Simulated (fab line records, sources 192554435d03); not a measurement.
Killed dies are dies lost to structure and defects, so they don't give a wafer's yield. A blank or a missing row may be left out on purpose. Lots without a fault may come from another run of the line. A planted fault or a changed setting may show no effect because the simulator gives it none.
A struck lot beside a sound one | flow n5_finfet | 14 steps out of a route of 1938
Sound: wafers L302.2, L302.3, L302.6. Struck: wafer L292.5. (L292.3 of the same lot was not struck and is left out.) The cause comes at the end.
At each step with rows: each side's tool, then ch and its chambers, then its first start. Under that, the readings that differ: sound wafers | struck wafers | difference of the means | sigmas: that difference in standard deviations of wafers without a fault.
alike: readings whose means differ by less than 2 such deviations, and words and numbers that are the same on both sides. not compared: withheld readings, readings that some wafer has no value for, bounds like >300 that may hide the same value, and numbers for which the record gives no deviation and whose values overlap.
The two part at a step that has a row with sigmas, a row that says differs or no value, or rows on one side only. Numbers that don't overlap but have no deviation are shown without sigmas and don't part them. A reading that every wafer of one side lacks parts them only if that side has two wafers or more.

N5_HKMG_FIN_ALD_72: deposits W, target thk 2 nm, pulse time 1 s, purge time 2 s.
  sound on cvd_w-01 ch 1, day 8 20:49; struck on cvd_w-01 ch 1, day 6 08:30
  alike: heater_power_w, precursor_pulse_height_rel
N5_HKMG_FIN_W_FILL_22: material W, target thk 60 nm, time 18.2 s.
  sound on cvd_w-01 ch 1, day 8 20:53; struck on cvd_w-01 ch 1, day 6 08:33
  alike: heater_power_w, throttle_valve_pct
then, 2 steps without rows for these wafers: N5_HKMG_FIN_PRECLEAN_83 (cleans in DIW, time 57.5 s); N5_HKMG_FIN_SRD_84 (dry time 32 s).
N5_HKMG_FIN_CMP_23: polishes, stops on SiNx, t overpolish 10 s, target thk 46.326 nm.
  sound on cmp-01 ch 0,1,2, day 8 20:59; struck on cmp-03 ch 3, day 6 08:54
  alike: motor_current_A, overpolish_run_s, retaining_ring_pressure_frac, time_to_endpoint_s
N5_HKMG_FIN_CMP_94: polishes, stops on SiNx, t overpolish 4.7 s, target thk 43.299 nm.
  sound on cmp-01 ch 0,1,2, day 8 21:28; struck on cmp-03 ch 3, day 6 09:17
  alike: motor_current_A, retaining_ring_pressure_frac
N5_HKMG_FIN_INSPECT_28: inspects for defects (darkfield).
  sound on defect_inspect-02, day 8 21:42; struck on defect_inspect-01, day 6 09:27
  alike: raw_defect_count
then, 3 steps without rows for these wafers: N5_GATE_CUT_ETCHBACK_00 (etches W in SF6/Cl2); N5_GATE_CUT_ETCH_56 (etches TiN in Cl2/Ar, target depth 21.6 nm); N5_GATE_CUT_ETCHBACK_30 (etches TiN in Cl2/Ar, target depth 3 nm).
N5_GATE_CUT_VAPOR_ETCH_60: etches HfO2 in BCl3/Cl2.
  sound on rie_metal-01 ch 1, day 8 21:58; struck on rie_metal-03 ch 0, day 6 09:44
  alike: drypump_motor_current_A, oes_product_au
N5_GATE_CUT_ETCH_58: etches SiNx in CH3F/O2, target depth 17 nm, time 128.6 s.
  sound on rie_diel-05 ch 0,2,3, day 8 22:01; struck on rie_diel-02 ch 0, day 6 09:53
  reading                              | sound             | struck | difference | sigmas
  model.etch.depth_nm (nm)             | 16.35 16.69 16.46 | 13.64  | -2.86      |
  model.SiNx_of_SDB_ALD_29.thk_nm (nm) | 24.6 24.6 24.8    | 25     | +0         |
  alike: CH3F_flow_sccm, bias_w, drypump_motor_current_A, mfc_ar_sccm, oes_product_au, rf_vpp_V, showerhead_plenum_p_Torr, throttle_valve_pct
  not compared: rf_hours_counter_h
then, 1 step without rows for these wafers: N5_GATE_CUT_STRIP_59 (strips in N2/H2, time 20 s).
-- the record jumps here: 5 days lie between the struck wafers' starts before and after (it left off in module GATE_CUT and takes up again in module BEOL_M4, whose first step shown is number 1111 of the route) --
N5_BEOL_M4_RC_MEAS_101:
  sound on prober-01 ch 0, day 13 11:55; struck on prober-01 ch 0, day 11 08:14
  reading        | sound          | struck | difference | sigmas
  IOFF_P (nA/um) | 0.16 0.17 0.16 | 0.23   | +0.07      | +2
  ION_N (uA/um)  | 658 660 661    | 684    | +24        | +3
  ION_P (uA/um)  | 449 447 449    | 472    | +24        | +3
  VT_P (mV)      | -259 -254 -259 | -247   | +10        | +3
  alike: DIBL_N, DIBL_P, IOFF_N, SS_N, SS_P, VT_N

WHERE THEY PART
Only at N5_BEOL_M4_RC_MEAS_101, within this record.

WHY: what the simulator had put in
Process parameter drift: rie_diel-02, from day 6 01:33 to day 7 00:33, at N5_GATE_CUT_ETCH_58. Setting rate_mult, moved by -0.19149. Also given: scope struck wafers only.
